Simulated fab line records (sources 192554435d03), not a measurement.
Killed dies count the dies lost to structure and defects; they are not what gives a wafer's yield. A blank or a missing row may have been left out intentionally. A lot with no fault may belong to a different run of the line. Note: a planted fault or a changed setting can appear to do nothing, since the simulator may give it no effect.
What tool caused it?	flow n5-finfet	24 lots with 72 wafers sampled at 6 steps, on a route of 1938 steps

WHAT EACH GAUGE READ, for each wafer
The record lacks any reading of a measuring or inspecting step that a usual standard deviation could be used to judge.

WHAT TOOL EACH LOT RAN ON (gives the tool, then ch and the chambers of the sampled wafers, and finally the start)
lot	N5_BEOL_M5_STRIP_91	N5_BEOL_M5_ANNEAL_49	N5_BEOL_M5_SPUTTER_81	N5_BEOL_M5_SPUTTER_83	N5_BEOL_M6_HM_DEP_02	N5_BEOL_M6_STRIP_67
L074	rie-diel-03 ch 0,3, day 8 12:03 or earlier	pvd-sputter-01, day 8 12:03	pvd-sputter-01, day 8 13:03	pvd-sputter-01, day 8 14:08	pvd-sputter-02, day 8 19:55	rie-diel-04 ch 0,2,3, day 8 20:44
L075	rie-diel-03 ch 0,1,2, day 9 08:42 or earlier	pvd-sputter-02, day 9 08:42	pvd-sputter-02, day 9 09:42	pvd-sputter-02, day 9 10:47	pvd-sputter-01, day 9 19:22	rie-diel-06 ch 1,2,3, day 9 20:26
L076	rie-diel-03 ch 1,3, day 9 13:44 or earlier	pvd-sputter-03, day 9 13:44	pvd-sputter-03, day 9 14:45	pvd-sputter-03, day 9 15:50	pvd-sputter-01, day 9 20:03	rie-diel-05 ch 0,1,3, day 9 20:49
L077	rie-diel-03 ch 0,2,3, day 9 14:28 or earlier	pvd-sputter-01, day 9 14:28	pvd-sputter-01, day 9 15:28	pvd-sputter-01, day 9 16:33	pvd-sputter-03, day 9 22:43	rie-diel-05 ch 0,2,3, day 9 23:37
L078	rie-diel-03 ch 1,2,3, day 9 15:26 or earlier	pvd-sputter-02, day 9 15:26	pvd-sputter-02, day 9 16:27	pvd-sputter-02, day 9 17:32	pvd-sputter-03, day 9 22:55	rie-diel-04 ch 0,1,3, day 9 23:40
L079	rie-diel-01 ch 0,3, day 10 01:55 or earlier	pvd-sputter-03, day 10 01:55	pvd-sputter-03, day 10 02:55	pvd-sputter-03, day 10 04:01	pvd-sputter-02, day 10 10:02	rie-diel-05 ch 0,1,2, day 10 10:55
L080	rie-diel-03 ch 2,3, day 10 05:17 or earlier	pvd-sputter-02, day 10 05:17	pvd-sputter-02, day 10 06:17	pvd-sputter-02, day 10 07:22	pvd-sputter-03, day 10 11:35	rie-diel-06 ch 0,2, day 10 12:25
L081	rie-diel-01 ch 0,2, day 10 07:10 or earlier	pvd-sputter-03, day 10 07:10	pvd-sputter-03, day 10 08:10	pvd-sputter-03, day 10 09:16	pvd-sputter-02, day 10 14:44	rie-diel-06 ch 0,2,3, day 10 15:32
L082	rie-diel-01 ch 0,1, day 10 16:14 or earlier	pvd-sputter-03, day 10 16:14	pvd-sputter-03, day 10 17:14	pvd-sputter-03, day 10 18:19	pvd-sputter-03, day 10 23:19	rie-diel-06 ch 1,2,3, day 11 00:08
L083	rie-diel-02 ch 0,1,3, day 10 22:20 or earlier	pvd-sputter-02, day 10 22:20	pvd-sputter-02, day 10 23:20	pvd-sputter-02, day 11 00:26	pvd-sputter-02, day 11 06:10	rie-diel-04 ch 1,2,3, day 11 07:17
L084	rie-diel-03 ch 1,2, day 11 03:04 or earlier	pvd-sputter-03, day 11 03:04	pvd-sputter-03, day 11 04:05	pvd-sputter-03, day 11 05:10	pvd-sputter-01, day 11 09:43	rie-diel-05 ch 1,2,3, day 11 10:29
L085	rie-diel-01 ch 0,1,3, day 11 07:30 or earlier	pvd-sputter-03, day 11 07:30	pvd-sputter-03, day 11 08:31	pvd-sputter-03, day 11 09:35	pvd-sputter-03, day 11 15:14	rie-diel-06 ch 1,2,3, day 11 16:01
L086	rie-diel-03 ch 0,1, day 11 22:03 or earlier	pvd-sputter-03, day 11 22:03	pvd-sputter-03, day 11 23:03	pvd-sputter-03, day 12 00:08	pvd-sputter-03, day 12 04:40	rie-diel-04 ch 0,3, day 12 05:22
L087	rie-diel-02 ch 1,3, day 12 01:40 or earlier	pvd-sputter-01, day 12 01:40	pvd-sputter-01, day 12 02:40	pvd-sputter-01, day 12 03:45	pvd-sputter-03, day 12 09:34	rie-diel-04 ch 2,3, day 12 10:16
L088	rie-diel-02 ch 1,2,3, day 12 05:11 or earlier	pvd-sputter-02, day 12 05:11	pvd-sputter-02, day 12 06:11	pvd-sputter-02, day 12 07:17	pvd-sputter-03, day 12 12:27	rie-diel-04 ch 1,2, day 12 13:38
L090	rie-diel-03 ch 0,1,3, day 12 10:50 or earlier	pvd-sputter-02, day 12 10:50	pvd-sputter-02, day 12 11:50	pvd-sputter-02, day 12 12:56	pvd-sputter-03, day 12 20:26	rie-diel-05 ch 1,2,3, day 12 21:29
L089	rie-diel-01 ch 0,1,3, day 12 16:22 or earlier	pvd-sputter-01, day 12 16:22	pvd-sputter-01, day 12 17:22	pvd-sputter-01, day 12 18:28	pvd-sputter-01, day 13 01:22	rie-diel-04 ch 0,1,3, day 13 02:14
L091	rie-diel-02 ch 1,3, day 12 23:07 or earlier	pvd-sputter-03, day 12 23:07	pvd-sputter-03, day 13 00:07	pvd-sputter-03, day 13 01:13	pvd-sputter-02, day 13 05:23	rie-diel-04 ch 0,2,3, day 13 06:42
L093	rie-diel-03 ch 0,1,3, day 13 11:23 or earlier	pvd-sputter-03, day 13 11:23	pvd-sputter-03, day 13 12:23	pvd-sputter-03, day 13 13:29	pvd-sputter-01, day 13 17:53	rie-diel-04 ch 1,2,3, day 13 18:35
L092	rie-diel-02 ch 0,3, day 13 12:39 or earlier	pvd-sputter-02, day 13 12:39	pvd-sputter-02, day 13 13:39	pvd-sputter-02, day 13 14:44	pvd-sputter-01, day 13 20:23	rie-diel-06 ch 0,1,3, day 13 21:13
L095	rie-diel-01 ch 1,2,3, day 13 18:09 or earlier	pvd-sputter-02, day 13 18:09	pvd-sputter-02, day 13 19:09	pvd-sputter-02, day 13 20:14	pvd-sputter-02, day 14 00:58	rie-diel-05 ch 0,2,3, day 14 01:48
L094	rie-diel-03 ch 0,1, day 13 18:53 or earlier	pvd-sputter-03, day 13 18:53	pvd-sputter-03, day 13 19:54	pvd-sputter-03, day 13 20:59	pvd-sputter-02, day 14 01:27	rie-diel-04 ch 0,1,2, day 14 02:17
L096	rie-diel-02 ch 0,1,3, day 13 22:16 or earlier	pvd-sputter-01, day 13 22:16	pvd-sputter-01, day 13 23:17	pvd-sputter-01, day 14 00:22	pvd-sputter-01, day 14 04:41	rie-diel-04 ch 0,1,2, day 14 05:30
L097	rie-diel-01 ch 0,1, day 14 14:51 or earlier	pvd-sputter-02, day 14 14:51	pvd-sputter-02, day 14 15:52	pvd-sputter-02, day 14 16:56	pvd-sputter-03, day 14 23:30	rie-diel-05 ch 0,2,3, day 15 00:23
- N5_BEOL_M5_STRIP_91: strips in N2/H2, time 10 s.
- N5_BEOL_M5_ANNEAL_49: time 1800 s.
- N5_BEOL_M5_SPUTTER_81: material Cu, target thk 15 nm, time 27.62 s.
- N5_BEOL_M5_SPUTTER_83: material Cu, target thk 15 nm, time 27.62 s.
- N5_BEOL_M6_HM_DEP_02: deposits TiN, target thk 20 nm.
- N5_BEOL_M6_STRIP_67: strips in CF4.

AS READ BY THE TOOLS THEMSELVES (means over the sampled wafers that have a number; for cases with no such wafer, the mark the record gives instead)
N5_BEOL_M5_STRIP_91.
lot	tool	drypump-motor-current-A (A)	oes-product-au (a.u.)	rf-vpp-V (V)	showerhead-plenum-p-Torr (Torr)	throttle-valve-pct (%)
L074	rie-diel-03	5.8	0.83	59.4	2.61	23.75
L075	rie-diel-03	6.0	0.76	58.1	2.48	23.90
L076	rie-diel-03	6.0	0.79	58.9	2.46	23.48
L077	rie-diel-03	5.8	0.78	60.0	2.59	23.74
L078	rie-diel-03	5.9	0.77	59.0	2.52	23.59
L079	rie-diel-01	6.0	0.74	58.7	2.52	23.60
L080	rie-diel-03	5.8	0.72	59.2	2.57	23.72
L081	rie-diel-01	5.8	0.84	59.3	2.56	23.84
L082	rie-diel-01	6.2	0.83	59.4	2.49	23.67
L083	rie-diel-02	5.9	0.76	59.3	2.50	23.70
L084	rie-diel-03	6.0	0.70	59.2	2.45	23.89
L085	rie-diel-01	6.1	0.78	58.9	2.51	23.64
L086	rie-diel-03	6.1	0.77	59.1	2.41	23.80
L087	rie-diel-02	5.5	0.79	57.9	2.46	23.70
L088	rie-diel-02	6.0	0.75	59.2	2.43	23.72
L090	rie-diel-03	5.9	0.78	58.8	2.52	23.64
L089	rie-diel-01	6.1	0.76	59.2	2.50	23.65
L091	rie-diel-02	5.5	0.78	58.3	2.45	23.71
L093	rie-diel-03	5.9	0.78	58.0	2.52	23.65
L092	rie-diel-02	6.1	0.89	58.6	2.55	23.50
L095	rie-diel-01	6.0	0.80	59.7	2.51	23.80
L094	rie-diel-03	6.0	0.77	59.4	2.48	23.96
L096	rie-diel-02	5.9	0.82	59.2	2.50	23.62
L097	rie-diel-01	6.2	0.78	59.8	2.48	23.71

N5_BEOL_M5_ANNEAL_49.
lot	tool	heater-power-w (W)
L074	pvd-sputter-01	827
L075	pvd-sputter-02	906
L076	pvd-sputter-03	897
L077	pvd-sputter-01	829
L078	pvd-sputter-02	911
L079	pvd-sputter-03	888
L080	pvd-sputter-02	843
L081	pvd-sputter-03	874
L082	pvd-sputter-03	890
L083	pvd-sputter-02	913
L084	pvd-sputter-03	862
L085	pvd-sputter-03	881
L086	pvd-sputter-03	807
L087	pvd-sputter-01	851
L088	pvd-sputter-02	852
L090	pvd-sputter-02	857
L089	pvd-sputter-01	836
L091	pvd-sputter-03	862
L093	pvd-sputter-03	882
L092	pvd-sputter-02	863
L095	pvd-sputter-02	898
L094	pvd-sputter-03	861
L096	pvd-sputter-01	822
L097	pvd-sputter-02	886

N5_BEOL_M5_SPUTTER_81.
lot	tool	throttle-valve-pct (%)
L074	pvd-sputter-01	29.6
L075	pvd-sputter-02	29.9
L076	pvd-sputter-03	30.1
L077	pvd-sputter-01	30.3
L078	pvd-sputter-02	31.3
L079	pvd-sputter-03	30.0
L080	pvd-sputter-02	29.5
L081	pvd-sputter-03	29.9
L082	pvd-sputter-03	30.2
L083	pvd-sputter-02	31.2
L084	pvd-sputter-03	29.5
L085	pvd-sputter-03	29.8
L086	pvd-sputter-03	30.7
L087	pvd-sputter-01	30.0
L088	pvd-sputter-02	31.6
L090	pvd-sputter-02	30.8
L089	pvd-sputter-01	29.7
L091	pvd-sputter-03	30.6
L093	pvd-sputter-03	30.0
L092	pvd-sputter-02	28.6
L095	pvd-sputter-02	29.8
L094	pvd-sputter-03	30.1
L096	pvd-sputter-01	29.9
L097	pvd-sputter-02	30.0

N5_BEOL_M5_SPUTTER_83.
lot	tool	throttle-valve-pct (%)
L074	pvd-sputter-01	29.5
L075	pvd-sputter-02	30.0
L076	pvd-sputter-03	30.0
L077	pvd-sputter-01	30.1
L078	pvd-sputter-02	31.1
L079	pvd-sputter-03	30.2
L080	pvd-sputter-02	29.4
L081	pvd-sputter-03	30.0
L082	pvd-sputter-03	30.3
L083	pvd-sputter-02	31.5
L084	pvd-sputter-03	29.6
L085	pvd-sputter-03	29.8
L086	pvd-sputter-03	30.7
L087	pvd-sputter-01	29.8
L088	pvd-sputter-02	31.5
L090	pvd-sputter-02	30.8
L089	pvd-sputter-01	29.4
L091	pvd-sputter-03	30.6
L093	pvd-sputter-03	30.0
L092	pvd-sputter-02	28.6
L095	pvd-sputter-02	29.7
L094	pvd-sputter-03	30.1
L096	pvd-sputter-01	29.8
L097	pvd-sputter-02	30.0

N5_BEOL_M6_HM_DEP_02.
lot	tool	throttle-valve-pct (%)
L074	pvd-sputter-02	30.5
L075	pvd-sputter-01	29.5
L076	pvd-sputter-01	29.3
L077	pvd-sputter-03	29.8
L078	pvd-sputter-03	30.2
L079	pvd-sputter-02	29.1
L080	pvd-sputter-03	29.5
L081	pvd-sputter-02	29.4
L082	pvd-sputter-03	30.7
L083	pvd-sputter-02	32.0
L084	pvd-sputter-01	29.8
L085	pvd-sputter-03	29.6
L086	pvd-sputter-03	30.7
L087	pvd-sputter-03	30.3
L088	pvd-sputter-03	30.4
L090	pvd-sputter-03	30.3
L089	pvd-sputter-01	29.2
L091	pvd-sputter-02	30.9
L093	pvd-sputter-01	29.4
L092	pvd-sputter-01	29.5
L095	pvd-sputter-02	29.9
L094	pvd-sputter-02	30.6
L096	pvd-sputter-01	29.8
L097	pvd-sputter-03	30.7

N5_BEOL_M6_STRIP_67.
lot	tool	drypump-motor-current-A (A)	oes-product-au (a.u.)	rf-vpp-V (V)	showerhead-plenum-p-Torr (Torr)	throttle-valve-pct (%)
L074	rie-diel-04	6.0	0.77	270.6	1.78	13.61
L075	rie-diel-06	5.7	0.82	270.7	1.74	13.35
L076	rie-diel-05	6.2	0.83	270.3	1.77	13.60
L077	rie-diel-05	5.9	0.85	270.2	1.78	13.51
L078	rie-diel-04	6.0	0.79	270.7	1.80	13.53
L079	rie-diel-05	5.7	0.87	269.7	1.76	13.45
L080	rie-diel-06	5.5	0.83	272.8	1.84	13.52
L081	rie-diel-06	5.5	0.84	270.6	1.79	13.37
L082	rie-diel-06	5.7	0.80	269.7	1.74	13.37
L083	rie-diel-04	5.5	0.79	271.5	1.83	13.65
L084	rie-diel-05	5.9	0.82	270.3	1.76	13.51
L085	rie-diel-06	5.8	0.80	269.4	1.74	13.38
L086	rie-diel-04	6.4	0.92	273.0	1.88	13.18
L087	rie-diel-04	5.6	0.74	270.8	1.80	13.80
L088	rie-diel-04	5.4	0.75	272.1	1.85	13.77
L090	rie-diel-05	5.9	0.81	269.9	1.76	13.54
L089	rie-diel-04	5.9	0.84	272.2	1.86	13.40
L091	rie-diel-04	6.0	0.81	272.1	1.84	13.51
L093	rie-diel-04	5.5	0.76	271.5	1.82	13.73
L092	rie-diel-06	5.6	0.76	271.3	1.78	13.56
L095	rie-diel-05	5.9	0.80	269.4	1.77	13.59
L094	rie-diel-04	5.8	0.79	272.2	1.85	13.61
L096	rie-diel-04	5.8	0.79	272.0	1.85	13.61
L097	rie-diel-05	5.9	0.79	270.3	1.77	13.60

THE ANSWER, worked out from the rows above alone
Rule: what is usual is taken from the lots themselves. The widest of any qualifying gaps counts: lots, ordered by their means at a reading, are off when they make up no more than a third of the lots, leave a main group of 4 or more, and stand apart from it by 3 or more times the standard deviation of that group's means. The tables above print the reading to a certain number of digits; a main group whose means all agree to those digits is not used. A lot without any number at a reading at which 4 lots or more have one is off too. Where the step has rows for the other lots, those lots are counted as sound. First the gauges in route order, then the tools' own readings, where a lot's mean is used as printed above. At the first step where some lot is off, the reading lying furthest off is the one used; lots without a number count as furthest.
Across all readings shown, no lot is off: no conclusion can be drawn from this.

WHAT THE SIMULATOR PUT IN
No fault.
